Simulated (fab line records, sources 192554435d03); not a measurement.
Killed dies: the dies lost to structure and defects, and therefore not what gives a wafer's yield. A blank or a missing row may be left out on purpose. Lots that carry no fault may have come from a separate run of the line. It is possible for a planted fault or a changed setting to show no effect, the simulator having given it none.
Chamber matching -- flow n5_finfet -- N5_BEOL_M0_SAQP_ETCH_84 on rie_diel-04: 3 sister chambers
The step etches SOC in N2/H2, target depth 100 nm, overetch 20 nm, time 150 s. 14 wafers are shown with their chamber, then 6 later ones without.

== EACH WAFER AND ITS CHAMBER ==
wafer,chamber,drypump_motor_current_A (A),showerhead_plenum_p_Torr (Torr),throttle_valve_pct (%)
L077.1,0,6.3,2.41,18.20
L077.3,3,5.4,2.60,17.60
L077.6,0,6.3,2.41,18.19
L080.1,0,6.3,2.41,18.21
L080.3,3,5.4,2.60,17.62
L080.6,1,5.8,2.52,18.12
L081.2,3,5.4,2.60,17.63
L081.3,1,5.8,2.52,18.12
L081.5,0,6.3,2.41,18.21
L082.1,3,5.5,2.60,17.64
L082.2,0,6.3,2.40,18.21
L082.4,3,5.4,2.60,17.66
L086.1,0,6.3,2.40,18.23
L086.3,3,5.4,2.59,17.66

SIGNATURES (means of the wafers above)
reading,chamber 0,chamber 1,chamber 3,scatter within a chamber
drypump_motor_current_A,6.300,5.800,5.417,0.0275
showerhead_plenum_p_Torr,2.4067,2.5200,2.5983,0.00444
throttle_valve_pct,18.2083,18.1200,17.6350,0.0182
Rule: for a wafer and a chamber, the distance is found by dividing, reading by reading, the gap between the wafer's reading and the chamber's mean by the reading's scatter, squaring, summing and taking the root. The wafer belongs to the nearest chamber; if the next one is less than 2 further off, it can't be placed. The scatter is the square root of a quotient: the sum, over the shown wafers, of each reading's squared deviation from its chamber's mean, divided by wafers minus chambers.

== WAFERS WHOSE CHAMBER IS MISSING ==
wafer,drypump_motor_current_A (A),showerhead_plenum_p_Torr (Torr),throttle_valve_pct (%)
L086.6,5.8,2.51,18.14
L087.1,5.8,2.51,18.15
L087.3,5.4,2.59,17.67
L087.6,6.3,2.40,18.22
L097.2,5.4,2.58,17.69
L097.5,5.4,2.58,17.69

== WHICH CHAMBER EACH ONE RAN IN ==
wafer,from the rows above,in truth
L086.6,1,1
L087.1,1,1
L087.3,3,3
L087.6,0,0
L097.2,3,3
L097.5,3,3
6 of 6 placed correctly. Number that these rows cannot place: 0. 0 placed wrongly.
